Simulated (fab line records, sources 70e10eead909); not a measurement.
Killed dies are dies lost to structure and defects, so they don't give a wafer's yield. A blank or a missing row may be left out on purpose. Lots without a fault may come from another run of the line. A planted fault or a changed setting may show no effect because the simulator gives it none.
fab line records | flow nand_harc
record lots=13 wafers=39 last_day=34
route steps=1302 shown A_WL_FILL@982 A_CONTACT@986 END@1302
lots that met no fault: from a run of the same line without faults
start_h: hours from the record's first day to the start of the lot's first wafer shown | wait_h: hours since the lot's step before | " the same as in the row above | L1.1+2: a row that stands for several wafers | - no value, or no start given | * or withheld: withheld | < > ~ a bound
route shown NAME@n: a module of which the file shows steps, and the number in the route of the first | usual: mean/standard deviation of fault-free wafers | same: alike in all rows | chamber/n: place in a boat | sites: the reading at each site | _std_site: their standard deviation | _edge_site: outer sites' mean less inner sites' | radius_mm: how far each site lies from the wafer's centre | mask NAME#n: copy n | behind: the tool/chamber that last shaped the wafer | hold: why the lot was held/for how many hours/how that ended | device: the transistor (n, p or np) that didn't switch | end of line: the same wafers' tests at the end of the route | a step without rows: its recipe alone | killed: dies lost to structure and defects at the first sort, not the wafer's yield | map: a wafer's dies, x killed, . not, _ none there
set.NAME: the setting as run; set.NAME@STEP: as run at that earlier step | model.NAME: the simulator's own value behind a step, which no gauge read
steps of the route over a sample of lots; a table a step, a row a wafer
services: from which hour (start_h, from the record's first day; less than 0 if before it) a tool's chamber was out of use, for how many hours, and why
## steps
# step NHARC_A_WL_FILL_INSPECT_15
# usual raw_defect_count=521/140
# columns lot.wafer tool chamber start_h wait_h raw_defect_count
L858.1 defect_inspect-01 - 492.95 0.0 310
L858.2 " - " " 306
L858.5 " - " " 326
L857.1 defect_inspect-02 - 496.76 0.0 493
L857.3 " - " " 506
L857.6 " - " " 468
L861.2 defect_inspect-02 - 514.16 0.0 478
L861.3 " - " " 505
L861.5 " - " " 711
L860.2 defect_inspect-01 - 514.21 0.0 541
L860.3 " - " " 518
L860.5 " - " " 565
L862.3 defect_inspect-02 - 534.63 0.0 368
L862.5 " - " " 475
L862.6 " - " " 316
L864.1 defect_inspect-02 - 556.26 0.0 783
L864.2 " - " " 475
L864.5 " - " " 534
L865.2 defect_inspect-02 - 568.98 0.0 751
L865.3 " - " " 644
L865.5 " - " " 634
L867.2 defect_inspect-01 - 580.34 0.0 813
L867.5 " - " " 597
L867.6 " - " " 538
L875.1 defect_inspect-01 - 650.24 0.0 664
L875.3 " - " " 617
L875.4 " - " " 671
L874.1 defect_inspect-02 - 653.92 0.0 562
L874.2 " - " " 322
L874.5 " - " " 605
L877.2 defect_inspect-01 - 675.21 0.0 364
L877.3 " - " " 314
L877.4 " - " " 495
L878.1 defect_inspect-02 - 702.45 0.0 483
L878.2 " - " " 483
L878.5 " - " " 464
L880.1 defect_inspect-01 - 734.62 0.0 420
L880.3 " - " " 608
L880.5 " - " " 350
# step NHARC_A_CONTACT_DEP_29
# recipe target_thk_a=1000 target_thk_nm=100 temp_c=400 pressure_torr=3.5 flow_sccm=200 rf_w=350 material=SiON
# usual heater_power_w=778/98
# columns lot.wafer tool chamber start_h wait_h heater_power_w
L858.2 pecvd-02 1 499.04 2.9 804
L858.1 " 0 " " 621
L858.5 " 0 " " 633
L857.1 pecvd-04 1 504.18 3.6 800
L857.3 " 2 " " 583
L857.6 " 0 " " 818
L861.3 pecvd-01 1 519.15 2.2 961
L861.2 " 0 " " 771
L861.5 " 1 " " 928
L860.3 pecvd-01 0 520.37 2.1 776
L860.2 " 1 " " 917
L860.5 " 1 " " 933
L862.3 pecvd-02 1 540.69 2.1 910
L862.5 " 1 " " 897
L862.6 " 0 " " 632
L864.1 pecvd-04 1 561.30 3.7 733
L864.2 " 2 " " 640
L864.5 " 2 " " 515
L865.3 pecvd-02 2 573.93 2.2 832
L865.2 " 0 " " 611
L865.5 " 1 " " 815
L867.2 pecvd-04 2 588.15 2.9 621
L867.6 " 1 " " 805
L867.5 " 2 " " 515
L875.1 pecvd-01 1 656.43 3.6 805
L875.3 " 2 " " 704
L875.4 " 1 " " 804
L874.2 pecvd-02 1 658.83 2.8 883
L874.1 " 2 " " 816
L874.5 " 1 " " 897
L877.3 pecvd-02 0 683.48 2.2 642
L877.2 " 1 " " 846
L877.4 " 0 " " 653
L878.2 pecvd-04 1 707.55 2.9 789
L878.1 " 2 " " 523
L878.5 " 1 " " 785
L880.3 pecvd-01 2 739.55 2.1 697
L880.1 " 0 " " 794
L880.5 " 1 " " 852
# step NHARC_A_CONTACT_INSPECT_44
# usual raw_defect_count=85/31
# columns lot.wafer tool chamber start_h wait_h raw_defect_count
L858.1 defect_inspect-02 - 499.76 0.0 31
L858.2 " - " " 50
L858.5 " - " " 43
L857.1 defect_inspect-02 - 505.00 0.0 82
L857.3 " - " " 97
L857.6 " - " " 92
L861.2 defect_inspect-02 - 519.99 0.0 111
L861.3 " - " " 114
L861.5 " - " " 128
L860.2 defect_inspect-01 - 521.09 0.0 98
L860.3 " - " " 106
L860.5 " - " " 98
L862.3 defect_inspect-02 - 541.54 0.0 49
L862.5 " - " " 68
L862.6 " - " " 66
L864.1 defect_inspect-01 - 562.15 0.0 121
L864.2 " - " " 96
L864.5 " - " " 97
L865.2 defect_inspect-01 - 574.80 0.0 103
L865.3 " - " " 130
L865.5 " - " " 117
L867.2 defect_inspect-02 - 588.94 0.0 129
L867.5 " - " " 104
L867.6 " - " " 114
L875.1 defect_inspect-02 - 657.12 0.0 107
L875.3 " - " " 124
L875.4 " - " " 126
L874.1 defect_inspect-01 - 659.55 0.0 63
L874.2 " - " " 49
L874.5 " - " " 48
L877.2 defect_inspect-02 - 684.30 0.0 84
L877.3 " - " " 72
L877.4 " - " " 81
L878.1 defect_inspect-01 - 708.40 0.0 24
L878.2 " - " " 18
L878.5 " - " " 17
L880.1 defect_inspect-02 - 740.40 0.0 112
L880.3 " - " " 120
L880.5 " - " " 96
# step NHARC_A_CONTACT_ETCH_48
# recipe target_depth_a=390 over_etch_frac=0.3 time_s=65 ion_energy_ev=80 cf4_flow_sccm=150 ar_flow_sccm=0 rf_w=300 bias_w=100 chemistry=CF4
# usual drypump_motor_current_A=5.7/0.4 oes_product_au=1.003/0.013 rf_vpp_V=151.8/1.2 run_length_s=86.3/0.49 showerhead_plenum_p_Torr=1.80/0.071 throttle_valve_pct=13.285/0.0094
# columns lot.wafer tool chamber start_h wait_h drypump_motor_current_A oes_product_au rf_hours_counter_h rf_vpp_V run_length_s showerhead_plenum_p_Torr throttle_valve_pct
L858.2 rie_diel-10 3 499.92 0.1 5.9 0.995 27 152.5 85.6 1.90 13.283
L858.1 " 0 " " 5.7 0.994 24 149.3 86.3 1.75 13.292
L858.5 " 1 " " 5.1 0.989 - 152.0 87.1 1.79 13.301
L857.1 rie_diel-03 3 505.15 0.1 4.9 1.023 5 154.3 86.3 1.85 13.285
L857.3 " 1 " " 5.8 1.018 3 151.3 87.1 1.70 13.285
L857.6 " 0 " " 5.4 1.000 - 153.1 86.1 1.91 13.280
L861.3 rie_diel-11 2 520.14 0.1 6.1 0.976 22 152.1 85.5 1.87 13.278
L861.2 " 0 " " 5.6 0.989 23 153.6 86.6 1.83 13.293
L861.5 " 2 " " 6.1 0.983 - 152.4 85.6 1.87 13.292
L860.3 rie_diel-03 0 521.24 0.1 5.5 1.009 9 154.0 86.3 1.91 13.275
L860.2 " 1 " " 5.8 1.016 7 151.7 86.9 1.70 13.280
L860.5 " 0 " " 5.5 1.013 - 152.0 86.0 1.91 13.282
L862.3 rie_diel-03 1 541.78 0.1 5.8 1.028 11 149.9 86.7 1.69 13.297
L862.5 " 2 " " 6.3 0.994 - 150.0 86.6 1.79 13.287
L862.6 " 3 " " 4.9 1.011 - 150.8 85.8 1.85 13.296
L864.1 rie_diel-03 0 562.29 0.1 5.5 0.997 16 151.7 86.0 1.90 13.269
L864.2 " 3 " " 4.9 0.997 16 152.1 86.4 1.85 13.283
L864.5 " 0 " " 5.4 0.979 - 153.9 86.7 1.90 13.284
L865.2 rie_diel-03 1 574.95 0.1 5.8 1.013 16 151.7 86.8 1.69 13.279
L865.3 " 3 " " 4.9 1.007 18 152.7 85.8 1.85 13.299
L865.5 " 1 " " 5.8 1.013 - 149.8 86.6 1.69 13.290
L867.2 rie_diel-03 2 589.09 0.1 6.3 1.009 19 153.3 86.3 1.79 13.279
L867.6 " 1 " " 5.8 1.032 - 150.8 86.9 1.69 13.312
L867.5 " 2 " " 6.3 1.000 - 150.4 86.5 1.79 13.298
L875.1 rie_diel-03 1 657.27 0.1 5.8 1.006 3 150.6 86.7 1.69 13.275
L875.4 " 2 " " 6.3 1.017 4 151.5 96.8 1.79 13.300
L875.3 " 0 " " 5.5 1.008 2 152.8 86.1 1.90 13.274
L874.1 rie_diel-11 1 659.71 0.1 5.4 0.993 12 151.6 86.1 1.87 13.281
L874.2 " 3 " " 6.0 1.011 14 151.5 86.5 1.74 13.294
L874.5 " 1 " " 5.4 0.993 - 153.1 86.0 1.87 13.277
L877.4 rie_diel-03 1 684.45 0.1 5.8 1.004 9 150.6 97.8 1.69 13.270
L877.2 " 2 " " 6.3 1.008 10 152.4 96.8 1.78 13.275
L877.3 " 0 " " 5.5 1.021 7 151.8 86.3 1.90 13.281
L878.1 rie_diel-10 3 708.56 0.1 5.9 1.021 36 153.6 85.3 1.88 13.276
L878.2 " 0 " " 5.7 1.018 37 152.1 85.9 1.73 13.275
L878.5 " 2 " " 5.7 0.993 - 152.1 86.4 1.72 13.302
L880.3 rie_diel-11 2 740.54 0.1 6.2 1.001 37 151.9 85.7 1.85 13.287
L880.1 " 3 " " 6.0 1.020 41 150.4 86.8 1.74 13.277
L880.5 " 2 " " 6.1 1.002 - 152.9 86.0 1.85 13.291
# step NHARC_END_SORT_01
# recipe temp_c=25
# usual killed_at_array=56/17 killed_at_other=0.9/1.2 killed_at_periphery=3.9/2.5 killed_dies=61/17 killed_open=3.2/1.8 killed_short=2.7/1.7
# same gross_dies=677
# columns lot.wafer tool chamber start_h wait_h killed_at_array killed_at_other killed_at_periphery killed_dies killed_open killed_short
L861.2 prober-02 0 594.51 2.8 71 0 4 75 5 7
L861.3 prober-02 0 595.31 3.1 65 0 9 74 3 6
L861.5 prober-02 0 596.91 3.7 65 1 8 74 8 3
L875.1 prober-02 0 731.40 2.5 62 1 7 70 4 1
L875.3 prober-02 0 733.00 3.1 81 1 7 89 2 0
L875.4 prober-02 0 733.80 3.4 75 2 4 81 2 7
# killed by level:class
L861.2 A_CHANNEL_HOLE_D1:chamber_film_flake=28 A_CHANNEL_HOLE_D2:chamber_film_flake=24 A_CHANNEL_FILL_D2:geometric_particle:open=3 A_CHANNEL_FILL_D2:geometric_particle:short=3 A_CHANNEL_FILL_D2:chamber_film_flake=3 A_ONON_D2:geometric_particle:short=2 A_SLIT:chamber_film_flake=2 P_CONTACT:geometric_particle:open=1
L861.3 A_CHANNEL_HOLE_D1:chamber_film_flake=25 A_CHANNEL_HOLE_D2:chamber_film_flake=21 P_ZERO_WELL:chamber_film_flake=4 P_BONDPAD:chamber_film_flake=4 A_CHANNEL_FILL_D2:chamber_film_flake=3 A_SLIT:chamber_film_flake=3 A_CHANNEL_FILL_D2:geometric_particle:short=2 A_WL_FILL:geometric_particle:short=2
L861.5 A_CHANNEL_HOLE_D2:chamber_film_flake=28 A_CHANNEL_HOLE_D1:chamber_film_flake=23 A_CHANNEL_FILL_D2:chamber_film_flake=4 P_GATE:geometric_particle:open=2 P_BONDPAD:chamber_film_flake=2 A_STAIRCASE:chamber_film_flake=2 A_CONTACT:chamber_film_flake=2 P_M1:geometric_particle:open=1
L875.1 A_CHANNEL_HOLE_D1:chamber_film_flake=30 A_SLIT:chamber_film_flake=18 P_BONDPAD:chamber_film_flake=4 A_STAIRCASE:chamber_film_flake=3 A_CONTACT:chamber_film_flake=3 P_GATE:geometric_particle:open=1 A_DECK1_JOINT:geometric_particle:short=1 A_WL_FILL:geometric_particle:open=1
L875.3 A_CHANNEL_HOLE_D1:chamber_film_flake=37 A_SLIT:chamber_film_flake=36 A_WL_FILL:chamber_film_flake=4 P_ZERO_WELL:chamber_film_flake=3 P_BONDPAD:chamber_film_flake=3 A_CONTACT:chamber_film_flake=2 P_GATE:geometric_particle:open=1 A_CHANNEL_FILL_D1:geometric_particle:open=1
L875.4 A_CHANNEL_HOLE_D1:chamber_film_flake=41 A_SLIT:chamber_film_flake=21 A_CONTACT:chamber_film_flake=3 A_ZERO_WELL:chamber_film_flake=2 P_M0:geometric_particle:open=1 P_BONDPAD:geometric_particle:short=1 A_ONON_D1:geometric_particle:short=1 A_ONON_D2:geometric_particle:short=1
## services
# columns tool chamber start_h hours kind
rie_diel-03 1 475.56 4.8 repair
pecvd-04 0 488.03 3.7 repair
rie_diel-03 0 491.83 - clean
rie_diel-03 1 491.83 - clean
pecvd-01 - 492.06 13.0 pm
rie_diel-11 0 520.39 3.2 repair
rie_diel-03 2 530.60 5.0 repair
pecvd-04 1 544.18 4.7 repair
pecvd-01 1 564.12 6.0 repair
pecvd-02 - 589.00 13.0 pm
rie_diel-10 - 596.86 9.0 pm
rie_diel-11 - 609.89 9.0 pm
pecvd-04 - 631.56 13.0 pm
rie_diel-03 - 635.30 9.0 pm
rie_diel-11 - 640.23 0.9 repair
rie_diel-11 2 649.12 6.7 repair
rie_diel-03 3 662.92 3.0 repair
pecvd-01 - 673.27 13.0 pm
rie_diel-11 2 673.69 7.5 repair
pecvd-04 - 678.00 1.0 repair
rie_diel-11 3 714.27 8.0 repair
rie_diel-03 2 723.60 6.0 repair
pecvd-02 - 732.89 3.0 repair
rie_diel-10 3 734.25 3.3 repair
## key
first_sign step=NHARC_A_CONTACT_ETCH_48 reading=run_length_s direction=up sigmas=22 usual=* struck=*
effect none on later readings
met_at NHARC_A_CONTACT_ETCH_48
struck_lots L875,L877
struck_wafers L875.4,L877.2,L877.4
tester_left_out L875,L877
not_acting_at NHARC_A_WL_FILL_INSPECT_15,NHARC_A_CONTACT_DEP_29,NHARC_A_CONTACT_INSPECT_44
onset_between 589.09 657.27
fault kind=process_parameter_drift tool=rie_diel-03 chamber=- onset_h=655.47 steps=NHARC_A_CONTACT_ETCH_48 channel=time_s offset=* shape=step end_h=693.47 scope=struck_wafers_only acts_in=* stated=*
# tester_left_out: of these lots the tester's yield and bins aren't shown, on N5 and GAA mostly nor the transistor test; their killed dies are dies lost to structure and defects alone, not to doping, threshold or leakage, so they don't give the yield
